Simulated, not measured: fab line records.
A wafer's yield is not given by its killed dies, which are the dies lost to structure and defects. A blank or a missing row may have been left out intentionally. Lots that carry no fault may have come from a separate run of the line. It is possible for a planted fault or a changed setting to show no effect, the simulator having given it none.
Matching of chambers | flow nand harc | 4 sister chambers for NHARC_P_M1_STRIP_18 on rie diel-10
The step strips in N2/H2. 8 wafers are shown with their chamber, then 11 later ones without.

WAFERS WITH THEIR CHAMBER
wafer  | chamber | drypump motor current A (A) | rf vpp V (V)
L075.2 | 2       | 5.5                         | 91.8
L076.2 | 2       | 5.5                         | 92.3
L086.2 | 3       | 5.5                         | 90.6
L086.6 | 0       | 5.6                         | 92.1
L088.1 | 1       | 5.9                         | 89.7
L088.2 | 0       | 5.6                         | 92.3
L088.6 | 1       | 5.9                         | 90.2
L088.3 | 3       | 5.6                         | 89.5

WAFERS WITHOUT THEIR CHAMBER
wafer  | drypump motor current A (A) | rf vpp V (V)
L088.4 | 5.5                         | 91.3
L088.5 | 5.5                         | 90.6
L090.1 | 5.6                         | 92.0
L090.5 | 5.7                         | 92.3
L090.6 | 5.6                         | 89.9
L093.1 | 5.6                         | 92.1
L093.2 | 5.5                         | 91.5
L093.4 | 5.7                         | 90.7
L095.1 | 5.6                         | 90.4
L095.5 | 5.5                         | 91.7
L095.6 | 5.9                         | 88.6

CHAMBER TAKEN BY EACH
wafer  | from the rows above          | in truth
L088.4 | can't be placed: 2 or 3 or 0 | 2
L088.5 | can't be placed: 3 or 2      | 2
L090.1 | 0                            | 0
L090.5 | 0                            | 0
L090.6 | 3                            | 3
L093.1 | 0                            | 0
L093.2 | 2                            | 2
L093.4 | can't be placed: 0 or 3 or 1 | 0
L095.1 | 3                            | 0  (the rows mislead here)
L095.5 | 2                            | 2
L095.6 | 1                            | 1
Placed correctly: 7 of 11. Cannot be placed on the basis of these rows: 3; the candidates contain the true chamber in 3. 1 placed wrongly.
How it was worked out, from the rows above alone: a wafer's distance from a chamber is the root of the sum, over the readings, of the square of ((its reading less the chamber's mean) divided by the reading's scatter). If the next closest chamber is less than 2 further off than the closest, the wafer can't be placed; otherwise it belongs to the closest. The mean given for a chamber averages the wafers shown for that chamber. How the scatter is found: for the shown wafers, subtract from each reading the mean of its chamber, square and add these, divide the total by (wafers less chambers), then take the root.
